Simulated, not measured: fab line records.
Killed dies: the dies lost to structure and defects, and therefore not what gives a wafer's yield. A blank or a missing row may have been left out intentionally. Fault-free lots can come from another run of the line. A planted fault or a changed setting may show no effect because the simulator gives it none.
Which of the tools did it? -- flow nand harc -- 33 wafers from 11 lots sampled at 5 of the route's 1302 steps

## WHAT EACH GAUGE READ, for each wafer
NHARC_END_SORT_01.
lot,measured,on,killed at array
L577,day 30 22:19,prober-01,666 676 672
L578,day 31 03:25,prober-02,665 669 671
L579,day 32 06:52,prober-01,669 669 673

## TOOL THAT RAN EACH LOT (tool first, then ch and the chambers of the sampled wafers, then the start)
lot,NHARC_A_CONTACT_ETCH_102,NHARC_A_CONTACT_DEP_57,NHARC_A_CONTACT_ETCH_75,NHARC_A_CONTACT_ETCH_127
L562,"rie diel-10 ch 0,1, day 22 05:55","acl dep-01 ch 0, day 22 07:43","rie diel-05 ch 1,2, day 22 11:07","har cap etch-02 ch 0,1, day 22 13:11"
L565,"rie diel-05 ch 0,1,3, day 23 02:30","acl dep-03 ch 0, day 23 03:09","rie diel-01 ch 0,1, day 23 07:14","har cap etch-03 ch 0,1, day 23 09:16"
L567,"rie diel-10 ch 0,2,3, day 23 23:59","acl dep-02 ch 0, day 24 03:48","rie diel-05 ch 1,2,3, day 24 08:07","har cap etch-03 ch 0,1, day 24 10:08"
L568,"rie diel-05 ch 0,1,2, day 24 15:55","acl dep-01 ch 0, day 24 18:33","rie diel-05 ch 0,2, day 24 22:17","har cap etch-03 ch 1, day 25 02:42"
L570,"rie diel-05 ch 1,3, day 25 03:54","acl dep-02 ch 0, day 25 06:05","rie diel-01 ch 0,1,3, day 25 09:32","har cap etch-03 ch 0,1, day 25 11:35"
L577,"rie diel-05 ch 0,2,3, day 28 06:41","acl dep-01 ch 0, day 28 08:14","rie diel-05 ch 1,2,3, day 28 12:22","har cap etch-01 ch 0,1, day 28 14:33"
L578,"rie diel-05 ch 1,2, day 28 09:52","acl dep-03 ch 0, day 28 11:48","rie diel-05 ch 0,1,2, day 28 16:05","har cap etch-02 ch 0,1, day 28 18:07"
L579,"rie diel-10 ch 1,2, day 29 15:02","acl dep-03 ch 0, day 29 16:14","rie diel-05 ch 0,2,3, day 29 19:58","har cap etch-01 ch 0,1, day 29 22:31"
L582,"rie diel-01 ch 1,2,3, day 30 09:05","acl dep-01 ch 0, day 30 11:26","rie diel-05 ch 0,2, day 30 15:41","har cap etch-03 ch 0,1, day 30 17:58"
L583,"rie diel-05 ch 0,2,3, day 30 20:17","acl dep-03 ch 0, day 30 22:01","rie diel-05 ch 0,1,2, day 31 01:34","har cap etch-03 ch 0, day 31 03:37"
L584,"rie diel-05 ch 1,2, day 31 02:41","acl dep-02 ch 0, day 31 04:25","rie diel-05 ch 0,1,2, day 31 07:38","har cap etch-02 ch 0,1, day 31 09:53"
- NHARC_A_CONTACT_ETCH_102: etches the open film in CF4/O2, target depth 100 nm, overetch 10 nm, time 55 s.
- NHARC_A_CONTACT_DEP_57: deposits aC, target thk 5300 nm.
- NHARC_A_CONTACT_ETCH_75: etches the open film in CF4, target depth 39 nm, time 65 s.
- NHARC_A_CONTACT_ETCH_127: etches the open film in C4F8/O2/Ar, time 197 s, target depth 1918 nm.

## THE ANSWER, worked out from the rows above alone
Rule: what is usual is taken from the lots themselves. Put in order of their means at a reading, lots are off if they are a third of the lots or fewer, leave a main group of 4 or more, and stand apart from it by a gap of 3 or more times the standard deviation of the main group's means; of several such gaps the widest counts. The tables above print the reading to a certain number of digits; a main group whose means all agree to those digits is not used. A lot without any number at a reading at which 4 lots or more have one is off too. The other lots that the step has rows for count as sound.
Nothing can be told from this: no lot is off at any reading shown.

## WHAT THE SIMULATOR PUT IN
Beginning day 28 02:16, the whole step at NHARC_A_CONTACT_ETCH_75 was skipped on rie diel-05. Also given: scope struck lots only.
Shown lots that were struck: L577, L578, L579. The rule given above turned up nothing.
